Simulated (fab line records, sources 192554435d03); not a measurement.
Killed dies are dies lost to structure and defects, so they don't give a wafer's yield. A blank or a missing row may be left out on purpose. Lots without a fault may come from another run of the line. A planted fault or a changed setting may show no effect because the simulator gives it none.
Split-lot experiment | flow n5_finfet | 7 lots, 21 wafers read, on a route of 1938 steps

THE SPLIT
At N5_GATE_CUT_EXPOSE_10 (exposes mask GATE CUT, target cd 20 nm), the setting dose_mj was moved away from the recipe's 43.25 on 8 of the 21 wafers read, by -6.2% to +5.5%. The other wafers ran this setting at the recipe's value.

FROM THE SPLIT TO THE READING: what the file shows between them, 2 steps
- N5_GATE_CUT_PEB_11: peb time 60 s
- N5_GATE_CUT_DEVELOP_12: develop time 30 s

THE READING
cd_nm, in nm, at N5_GATE_CUT_CD_MEAS_13 (target cd 20 nm). Fault-free wafers of this fab line usually give 20.01 nm, standard deviation 0.25 nm.

wafer  | tool, chamber at the split | dose_mj as run | against the recipe | cd_nm, nm | against lot-mates on the recipe
L074.1 | euv_scanner-01, 0          | 43.25          | recipe             | 19.83     | -
L074.2 | euv_scanner-01, 0          | 43.25          | recipe             | 19.83     | -
L074.4 | euv_scanner-01, 0          | 43.25          | recipe             | 19.90     | -
L075.3 | euv_scanner-01, 0          | 43.25          | recipe             | 20.13     | -
L075.4 | euv_scanner-01, 0          | 43.25          | recipe             | 19.55     | -
L075.5 | euv_scanner-01, 0          | 43.25          | recipe             | 19.84     | -
L076.1 | euv_scanner-02, 0          | 41.58          | -3.9%              | 19.23     | no lot-mate on the recipe
L076.4 | euv_scanner-02, 0          | 41.58          | -3.9%              | 19.43     | no lot-mate on the recipe
L076.5 | euv_scanner-02, 0          | 41.58          | -3.9%              | 19.61     | no lot-mate on the recipe
L077.1 | euv_scanner-02, 0          | 43.25          | recipe             | 19.94     | -
L077.3 | euv_scanner-02, 0          | 43.25          | recipe             | 20.07     | -
L077.6 | euv_scanner-02, 0          | 43.25          | recipe             | 19.97     | -
L080.4 | euv_scanner-01, 0          | 44.11          | +2.0%              | 20.90     | no lot-mate on the recipe
L080.5 | euv_scanner-01, 0          | 44.11          | +2.0%              | 20.30     | no lot-mate on the recipe
L080.6 | euv_scanner-01, 0          | 44.11          | +2.0%              | 20.57     | no lot-mate on the recipe
L083.1 | euv_scanner-02, 0          | 43.25          | recipe             | 20.15     | -
L083.2 | euv_scanner-02, 0          | 43.25          | recipe             | 19.91     | -
L083.6 | euv_scanner-02, 0          | 40.59          | -6.2%              | 18.58     | -1.45
L090.4 | euv_scanner-02, 0          | 43.25          | recipe             | 20.01     | -
L090.5 | euv_scanner-02, 0          | 45.64          | +5.5%              | 21.56     | +1.39
L090.6 | euv_scanner-02, 0          | 43.25          | recipe             | 20.32     | -

THE FIT
A straight line over all 21 wafers: cd_nm changes by +0.223 nm for each +1% of dose_mj; r = +0.92; the points scatter about the line by 0.24 nm.
The same after taking each lot's own level away (the mean of its wafers on the recipe; 15 wafers): +0.243 nm for each +1%; r = +0.97; scatter 0.14 nm.
On that fit, the largest move of dose_mj shifts the reading by 1.5 nm.
The lots' own levels span 19.840 to 20.165 nm, that is 1.3 times the standard deviation above.
So the lot-to-lot level changes the slope little: the two slopes agree.
Check: with one of the wafers moved furthest among these (-6.2%) left out of the fit, the line predicts -1.55 nm for it against its lot-mates. It came out at -1.45 nm against them.

OTHER SPLITS ON THESE WAFERS
These wafers also went through other splits before the reading. Each is held against what the fit with the lots' levels taken away leaves over:
other split on the same wafers | wafers away from the commonest value | r with cd_nm (lot level and that fit taken away)
N5_HKMG_FIN_COAT_42 spin_rpm   | 5                                    | +0.17
N5_GATE_CUT_HM_DEP_46 time_s   | 7                                    | -0.01

THE WHOLE CHAIN: every reading that the file lists as answering this split, in the file's order
step                   | what it does                                                       | reading                                                         | change (the file's fit)               | r (the file's)
N5_GATE_CUT_CD_MEAS_13 | target cd 20 nm                                                    | cd_nm                                                           | +0.244 nm for each +1% of the setting | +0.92
N5_GATE_CUT_DESCUM_18  | chemistry O2, time 7 s                                             | GATE_CUT.cd_nm (the simulator's own value, which no gauge read) | +0.241 nm for each +1% of the setting | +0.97
N5_GATE_CUT_ETCH_37    | etches SOC in N2/H2, target depth 60 nm, overetch 12 nm, time 90 s | GATE_CUT.cd_nm (the simulator's own value, which no gauge read) | +0.257 nm for each +1% of the setting | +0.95
N5_GATE_CUT_HM_OPEN_40 | chemistry C4F6/O2, target SiO2, target depth 139 nm, time 85.1 s   | GATE_CUT.cd_nm (the simulator's own value, which no gauge read) | +0.248 nm for each +1% of the setting | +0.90

THE FILE'S OWN FIT
cd_nm changes by +0.244 nm for each +1% of dose_mj, r = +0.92.
